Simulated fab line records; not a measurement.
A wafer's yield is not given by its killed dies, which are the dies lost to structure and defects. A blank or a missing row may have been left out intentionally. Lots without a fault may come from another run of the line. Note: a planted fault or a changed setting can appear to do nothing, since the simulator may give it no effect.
fab line records -- flow nand-harc
record lots=5, wafers=15, last-day=34
route steps=1302 shown P_ZERO_WELL@44 END@1302
lots that met no fault: taken from a fault-free run of the same line
start-h: start of the lot's first displayed wafer, in hours after the record's first day -- wait-h: time in hours since the lot's previous step -- " the same as in the row above -- L1.1+2: one row covering several wafers at once -- - no value, or no start given -- * or withheld: withheld -- < > ~ a bound
route shown NAME@n: names a module that has steps shown in the file, with the first one's number in the route -- usual: the fault-free wafers' mean and standard deviation -- same: alike in all rows -- chamber/n: place in a boat -- sites: each site's reading -- _std_site: the standard deviation of these -- _edge_site: mean of outer sites minus mean of inner sites -- radius-mm: for every site, how far away it sits from the centre of the wafer -- mask NAME#n: copy n -- behind: the last tool/chamber to shape the wafer -- hold: what put the lot on hold/how long, in hours/how the hold closed -- device: transistor that didn't switch, given as n, p or np -- end of line: tests run on the same wafers once the route is complete -- where a step has no rows: the recipe by itself -- killed: dies that structure and defects cost at the first sort, which is not the same as the wafer's yield -- map: a wafer's dies, marking killed ones x, the rest . and places with no die _
set.NAME: setting as actually run; set.NAME@STEP: the setting as run at that earlier step -- model.NAME: the simulator's own value behind a step, which no gauge read
lots seen at some steps along the route; tables by step, rows by wafer
services: from which hour (start-h, from the record's first day; less than 0 if before it) a tool's chamber was out of use, for how many hours, and why
## steps
# step NHARC_P_ZERO_WELL_CD_MEAS_37
# recipe target-cd-nm=720, landing-energy-ev=500
# usual cd-nm=718.5/1.7
lot.wafer,tool,chamber,start-h,wait-h,cd-nm
L494.2,cd-sem-01,0,24.00,-,715.2
L494.4,cd-sem-01,0,24.00,-,716.4
L494.6,cd-sem-01,0,24.00,-,717.8
L496.2,cd-sem-03,0,44.24,-,715.3
L496.3,cd-sem-03,0,44.24,-,716.6
L496.5,cd-sem-03,0,44.24,-,718.8
L499.2,cd-sem-02,0,74.09,-,719.5
L499.3,cd-sem-02,0,74.09,-,719.9
L499.6,cd-sem-02,0,74.09,-,721.8
L515.1,cd-sem-03,0,235.97,-,716.8
L515.3,cd-sem-03,0,235.97,-,718.4
L515.6,cd-sem-03,0,235.97,-,716.0
L517.2,cd-sem-02,0,254.12,-,716.3
L517.4,cd-sem-02,0,254.12,-,716.6
L517.6,cd-sem-02,0,254.12,-,716.2
# step NHARC_P_ZERO_WELL_HARDBAKE_38
# recipe temp-c=125, time-s=80
# step NHARC_P_ZERO_WELL_DESCUM_39
# recipe time-s=3, o2-flow-sccm=200, ar-flow-sccm=0, bias-power-w=0, chemistry=O2
# usual drypump-motor-current-A=5.9/0.51, oes-product-au=1.005/0.01, rf-vpp-V=57.8/1, showerhead-plenum-p-Torr=1.93/0.094, throttle-valve-pct=11.311/0.0088
lot.wafer,tool,chamber,start-h,wait-h,drypump-motor-current-A,oes-product-au,rf-hours-counter-h,rf-vpp-V,showerhead-plenum-p-Torr,throttle-valve-pct
L494.4,rie-diel-04,3,24.15,-,6.0,0.999,3,57.5,2.08,11.292
L494.2,rie-diel-04,2,24.15,-,6.3,1.010,3,56.0,1.78,11.305
L494.6,rie-diel-04,3,24.15,-,6.0,1.000,-,60.5,2.08,11.309
L496.3,rie-diel-12,3,44.42,-,5.9,1.030,33,57.4,2.03,11.319
L496.2,rie-diel-12,0,44.42,-,5.8,1.022,29,57.5,1.80,11.293
L496.5,rie-diel-12,2,44.42,-,5.3,1.004,-,58.1,1.86,11.292
L499.2,rie-diel-12,0,74.25,-,5.8,1.005,36,56.7,1.80,11.304
L499.3,rie-diel-12,1,74.25,-,6.7,1.005,32,58.2,2.01,11.299
L499.6,rie-diel-12,1,74.25,-,6.7,1.010,-,58.2,2.01,11.303
L515.3,rie-diel-12,3,236.13,-,5.9,1.020,41,58.8,2.01,11.302
L515.1,rie-diel-12,2,236.13,-,5.3,1.015,42,57.6,1.84,11.309
L515.6,rie-diel-12,1,236.13,-,6.7,1.014,-,57.2,1.99,11.301
L517.2,rie-diel-02,2,254.28,-,5.5,0.990,8,59.3,1.94,11.305
L517.4,rie-diel-02,3,254.28,-,5.5,1.004,5,58.0,1.99,11.327
L517.6,rie-diel-02,2,254.28,-,5.5,0.989,-,58.1,1.94,11.331
# step NHARC_P_ZERO_WELL_IMPLANT_40
# recipe energy-kev=300, dose-cm2=1e+13, tilt-deg=7
# step NHARC_P_ZERO_WELL_IMPLANT_59
# recipe energy-kev=120, dose-cm2=5e+12, tilt-deg=7
# step NHARC_P_ZERO_WELL_IMPLANT_60
# recipe energy-kev=30, dose-cm2=2e+12, tilt-deg=7
# step NHARC_P_ZERO_WELL_STRIP_41
# recipe time-s=840, temp-c=130, chemistry=SPM
# step NHARC_P_ZERO_WELL_DEHYDRATE_44
# recipe temp-c=150, time-s=120
# step NHARC_P_ZERO_WELL_HMDS_45
# recipe time-s=30
# step NHARC_P_ZERO_WELL_COAT_46
# recipe spin-rpm=withheld
# step NHARC_P_ZERO_WELL_SOFTBAKE_47
# recipe temp-c=122, time-s=95
# step NHARC_P_ZERO_WELL_EBR_48
# step NHARC_P_ZERO_WELL_EXPOSE_49
# recipe na=0.6, target-cd-nm=2000, dose-mj=22.64, mask-id=P_HVPW
lot.wafer,tool,chamber,start-h,wait-h,mask
L494.2+4+6,krf-scanner-04,0,25.48,-,P_HVPW#0
L496.2+3+5,krf-scanner-04,0,45.59,-,P_HVPW#0
L499.2+3+6,krf-scanner-04,0,75.57,-,P_HVPW_R1#0
L515.1+3+6,krf-scanner-02,0,237.34,-,P_HVPW#0
L517.2+4+6,krf-scanner-02,0,255.60,-,P_HVPW#0
# step NHARC_P_ZERO_WELL_PEB_50
# recipe peb-temp-c=118, peb-time-s=85
# step NHARC_P_ZERO_WELL_DEVELOP_51
# recipe time-s=70
# step NHARC_P_ZERO_WELL_CD_MEAS_52
# recipe target-cd-nm=2000, landing-energy-ev=500
# usual cd-nm=1999.8/1.5
lot.wafer,tool,chamber,start-h,wait-h,cd-nm
L494.2,cd-sem-02,0,25.64,-,1998.5
L494.4,cd-sem-02,0,25.64,-,2002.0
L494.6,cd-sem-02,0,25.64,-,2001.0
L496.2,cd-sem-02,0,45.75,-,1998.7
L496.3,cd-sem-02,0,45.75,-,2001.0
L496.5,cd-sem-02,0,45.75,-,2000.1
L499.2,cd-sem-03,0,75.72,-,1738.5
L499.3,cd-sem-03,0,75.72,-,1739.6
L499.6,cd-sem-03,0,75.72,-,1742.4
L515.1,cd-sem-01,0,237.50,-,1999.2
L515.3,cd-sem-01,0,237.50,-,1999.3
L515.6,cd-sem-01,0,237.50,-,1999.9
L517.2,cd-sem-03,0,255.75,-,1998.4
L517.4,cd-sem-03,0,255.75,-,2000.4
L517.6,cd-sem-03,0,255.75,-,1999.2
# step NHARC_P_ZERO_WELL_HARDBAKE_53
# recipe temp-c=125, time-s=80
# step NHARC_P_ZERO_WELL_DESCUM_54
# recipe time-s=3, o2-flow-sccm=200, ar-flow-sccm=0, bias-power-w=0, chemistry=O2
# usual drypump-motor-current-A=5.9/0.52, oes-product-au=1.002/0.011, rf-vpp-V=57.7/0.94, showerhead-plenum-p-Torr=1.92/0.094, throttle-valve-pct=11.311/0.0095
lot.wafer,tool,chamber,start-h,wait-h,drypump-motor-current-A,oes-product-au,rf-hours-counter-h,rf-vpp-V,showerhead-plenum-p-Torr,throttle-valve-pct,model.P_ZERO_WELL.cd-nm
L494.2,rie-diel-02,1,25.80,-,5.1,0.987,42,57.3,1.95,11.305,1998
L494.4,rie-diel-02,3,25.80,-,5.5,1.002,38,57.7,2.02,11.323,2002
L494.6,rie-diel-02,1,25.80,-,5.0,0.997,-,58.4,1.95,11.299,2000
L496.3,rie-diel-12,1,45.92,-,6.7,0.997,25,58.1,2.01,11.309,2002
L496.2,rie-diel-12,3,45.92,-,5.9,1.022,34,57.6,2.03,11.296,1999
L496.5,rie-diel-12,1,45.92,-,6.7,1.004,-,58.3,2.01,11.324,2001
L499.2,rie-diel-04,3,75.88,-,6.0,0.987,20,57.8,2.07,11.313,1738
L499.3,rie-diel-04,0,75.88,-,5.3,1.014,23,56.8,1.91,11.300,1740
L499.6,rie-diel-04,3,75.88,-,6.1,0.985,-,58.8,2.07,11.294,1741
L515.3,rie-diel-04,0,237.67,-,5.3,1.012,9,56.5,1.89,11.323,2000
L515.1,rie-diel-04,1,237.67,-,6.0,0.993,17,57.9,1.79,11.307,2000
L515.6,rie-diel-04,0,237.67,-,5.3,1.001,-,58.0,1.89,11.298,2000
L517.2,rie-diel-12,2,255.92,-,5.3,1.009,49,56.2,1.84,11.308,1999
L517.4,rie-diel-12,3,255.92,-,5.9,1.009,48,58.0,2.01,11.303,2000
L517.6,rie-diel-12,2,255.92,-,5.3,1.011,-,58.9,1.84,11.302,1999
# step NHARC_P_ZERO_WELL_IMPLANT_55
# recipe energy-kev=180, dose-cm2=8e+11, tilt-deg=7
# step NHARC_END_SORT_01
# recipe temp-c=25
# usual killed-at-array=56/19, killed-at-other=1.0/1.3, killed-at-periphery=3.8/2.2, killed-dies=61/19, killed-open=3.1/1.9, killed-short=2.3/1.5
# same gross-dies=677
lot.wafer,tool,chamber,start-h,wait-h,killed-at-array,killed-at-other,killed-at-periphery,killed-dies,killed-open,killed-short
L499.2,prober-01,0,601.38,2.8,51,1,52,104,7,1
L499.3,prober-01,0,602.17,3.1,54,2,54,110,5,2
L499.6,prober-01,0,604.54,4.0,53,3,35,91,3,6
# killed by level:class
L499.2 P_ZERO_WELL:area-expose=43 A_CHANNEL_HOLE_D2:chamber-film-flake=35 P_M2:chamber-film-flake=4 A_CHANNEL_HOLE_D1:chamber-film-flake=3 A_CHANNEL_FILL_D1:geometric-particle:open=2 A_STAIRCASE:chamber-film-flake=2 P_CONTACT:geometric-particle:short=1 P_CONTACT:geometric-particle:open=1
L499.3 P_ZERO_WELL:area-expose=47 A_CHANNEL_HOLE_D2:chamber-film-flake=31 P_M2:chamber-film-flake=4 A_CHANNEL_FILL_D2:chamber-film-flake=3 A_WL_FILL:chamber-film-flake=3 A_CONTACT:chamber-film-flake=3 A_STAIRCASE:chamber-film-flake=2 A_CHANNEL_FILL_D1:geometric-particle:open=2
L499.6 P_ZERO_WELL:area-expose=33 A_CHANNEL_HOLE_D2:chamber-film-flake=32 A_CONTACT:chamber-film-flake=6 THIN_TSV:chamber-film-flake=3 A_CHANNEL_HOLE_D1:chamber-film-flake=3 A_ONON_D2:geometric-particle:short=2 P_CONTACT:geometric-particle:open=1 A_ONON_D1:geometric-particle:short=1
# map L499.3 (x killed, . not)
____________.____________
_________......._________
_______..........._______
______..........x..______
_____.x............._____
____.....x...........____
____.....x...........____
___...........x.......___
___x...............x..___
__.........x..x...x...x__
__..x..........x......x__
_..........x..xx.x...x.x_
_.............x.....x.xx_
_.....x....xx.x......xxx_
_............x...xx..xxx_
_.........xx.x.xx...xxxx_
........xx.....xx.xxx.xxx
.........xx.x..xxxxxxxxx.
........x...x...xx.xx....
.........x.xx.xxx..xxx...
................x.....x..
_.......x...xxxxx......._
_..........xx.......x..._
_....x...x.x.....x....x._
_......................._
_.......xxx.....x......._
__.......x....x........__
__............x........__
___...................___
___....x..............___
____....x............____
____.................____
_____..............._____
______.............______
_______..........._______
_________..xx..._________
____________.____________
# map L496.2 (x killed, . not)
____________.____________
_________......._________
_______.....x..x.._______
______.....xx....x.______
_____.........x....._____
____.......xx........____
____.......x.........____
___.............x.....___
___x................x.___
__...........x.........__
__.....................__
_......................._
_..............xx...x..._
_.........x....xx......._
_.............x........._
_......................._
.........................
.....x.........x.........
....................x....
.........................
.........................
_.x....................._
_......................._
_......x................_
_......................._
_......................._
__.....................__
__.....................__
___...................___
___.........x.........___
____................x____
____.................____
_____..............._____
______.............______
_______..........._______
_________......._________
____________.____________
## services
tool,chamber,start-h,hours,kind
rie-diel-04,-,4.34,9.0,pm
rie-diel-12,-,5.78,1.2,repair
krf-scanner-04,-,10.00,4.0,pm
rie-diel-12,1,21.22,4.1,repair
rie-diel-02,1,34.73,10.0,repair
rie-diel-02,-,43.32,9.0,pm
rie-diel-02,0,72.76,7.9,repair
rie-diel-04,2,73.12,59.2,repair
rie-diel-02,1,74.01,1.2,repair
rie-diel-04,0,83.48,2.6,repair
rie-diel-12,-,93.16,9.0,pm
rie-diel-04,3,106.91,5.3,repair
rie-diel-04,1,117.77,14.6,repair
rie-diel-12,1,151.11,2.0,repair
rie-diel-04,1,151.28,1.3,repair
rie-diel-04,2,152.10,7.8,repair
rie-diel-12,0,179.65,7.1,repair
krf-scanner-04,-,182.00,4.0,pm
rie-diel-04,-,182.22,9.0,pm
rie-diel-12,1,213.38,2.0,repair
rie-diel-04,3,216.49,12.6,repair
rie-diel-12,0,218.69,33.5,repair
rie-diel-04,0,231.16,3.5,repair
rie-diel-04,2,231.23,4.8,repair
## key
first-sign step=NHARC_P_ZERO_WELL_EXPOSE_49, reading=mask, direction=changed
effect step=NHARC_P_ZERO_WELL_CD_MEAS_52, reading=cd-nm, direction=down, sigmas=99+, usual=1999.8, struck=1740.2
effect step=NHARC_END_SORT_01, reading=killed-at-periphery, direction=up, sigmas=19, usual=3.8, struck=47
model-effect step=NHARC_P_ZERO_WELL_DESCUM_54, value=P_ZERO_WELL.cd-nm, without=1999, struck=1740
more-kills-born-at NHARC_P_ZERO_WELL_EXPOSE_49@krf-scanner-04=123
met-at NHARC_P_ZERO_WELL_EXPOSE_49
struck-wafers L499.2,L499.3,L499.6
tester-left-out L499
onset-between 45.59 75.57
fault kind=wrong-mask, tool=any, chamber=-, onset-h=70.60, steps=NHARC_P_ZERO_WELL_EXPOSE_49, aux-copy=P_HVPW_R1#0, cd-offset-nm=-259.67, scope=struck-lots-only
# tester-left-out: of these lots the tester's yield and bins aren't shown, on N5 and GAA mostly nor the transistor test; their killed dies are dies lost to structure and defects alone, not to doping, threshold or leakage, so they don't give the yield
